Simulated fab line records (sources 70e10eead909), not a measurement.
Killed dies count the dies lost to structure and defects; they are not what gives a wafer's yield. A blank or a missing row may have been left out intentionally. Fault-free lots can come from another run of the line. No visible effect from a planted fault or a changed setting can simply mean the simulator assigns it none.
Which of the tools did it? + flow nandHarc + at 1 step of a route of 1159, 13 lots with 39 wafers sampled

WHAT THE GAUGES READ, wafer by wafer
NHARC_A_CONTACT_OVL_MEAS_43.
| lot  | measured     | on         | overlayXNm (nm) | overlayYNm (nm) |
|------|--------------|------------|-----------------|-----------------|
| L160 | day 16 02:19 | overlay-02 | -0.7 -0.4 -0.4  | 0.3 0.9 1.0     |
| L163 | day 16 13:34 | overlay-01 | -2.3 -2.5 -2.9  | -0.9 -0.2 -0.2  |
| L162 | day 16 15:49 | overlay-02 | 1.3 0.6 1.3     | -0.7 -0.3 0.3   |
| L165 | day 17 06:01 | overlay-02 | 0.1 0.9 0.3     | -0.3 -0.9 -0.3  |
| L166 | day 17 10:19 | overlay-01 | -0.7 -0.5 -0.6  | -0.6 -1.1 -1.3  |
| L164 | day 17 19:16 | overlay-02 | -1.1 -1.3 -1.2  | 0.4 0.8 0.8     |
| L169 | day 18 02:50 | overlay-02 | 1.0 1.2 1.1     | -0.3 -0.5 -0.2  |
| L168 | day 18 18:33 | overlay-01 | 0.3 -0.1 0.2    | -1.0 -1.0 -0.9  |
| L170 | day 18 19:05 | overlay-02 | 0.4 0.2 0.5     | 0.9 0.4 0.9     |
| L176 | day 20 00:14 | overlay-01 | -1.2 -1.4 -1.5  | -0.6 -1.1 0.0   |
| L175 | day 20 00:59 | overlay-01 | 1.1 0.6 0.5     | -0.5 -0.8 -1.1  |
| L182 | day 21 20:52 | overlay-01 | -0.3 0.2 0.9    | -0.1 -0.3 -0.1  |
| L181 | day 21 21:38 | overlay-02 | -1.0 -0.7 -0.2  | 1.9 2.3 1.7     |

WHAT TOOL EACH LOT RAN ON (gives the tool, then ch and the chambers of the sampled wafers, and finally the start)
The record shows no process step preceding these readings.

AS READ BY THE TOOLS THEMSELVES (means over the sampled wafers that have a number; for cases with no such wafer, the mark the record gives instead)
The record holds no such reading with a usual standard deviation.

THE ANSWER, worked out from the rows above alone
Rule: usual is defined by the lots themselves. The widest of any qualifying gaps counts: lots, ordered by their means at a reading, are off when they make up no more than a third of the lots, leave a main group of 4 or more, and stand apart from it by 3 or more times the standard deviation of that group's means. Not used: any main group whose means are identical at the precision the tables above print for the reading. Also off: a lot with no number at a reading for which 4 or more lots have one. Any other lot the step has rows for is counted as sound. First the gauges in route order, then the tools' own readings, where a lot's mean is used as printed above. The first step at which some lot is off is used, and at that step the reading that is off furthest; a lot without a number counts as furthest.
No lot is off on any of the readings shown, so nothing can be concluded from this.

WHAT HAD BEEN PUT IN BY THE SIMULATOR
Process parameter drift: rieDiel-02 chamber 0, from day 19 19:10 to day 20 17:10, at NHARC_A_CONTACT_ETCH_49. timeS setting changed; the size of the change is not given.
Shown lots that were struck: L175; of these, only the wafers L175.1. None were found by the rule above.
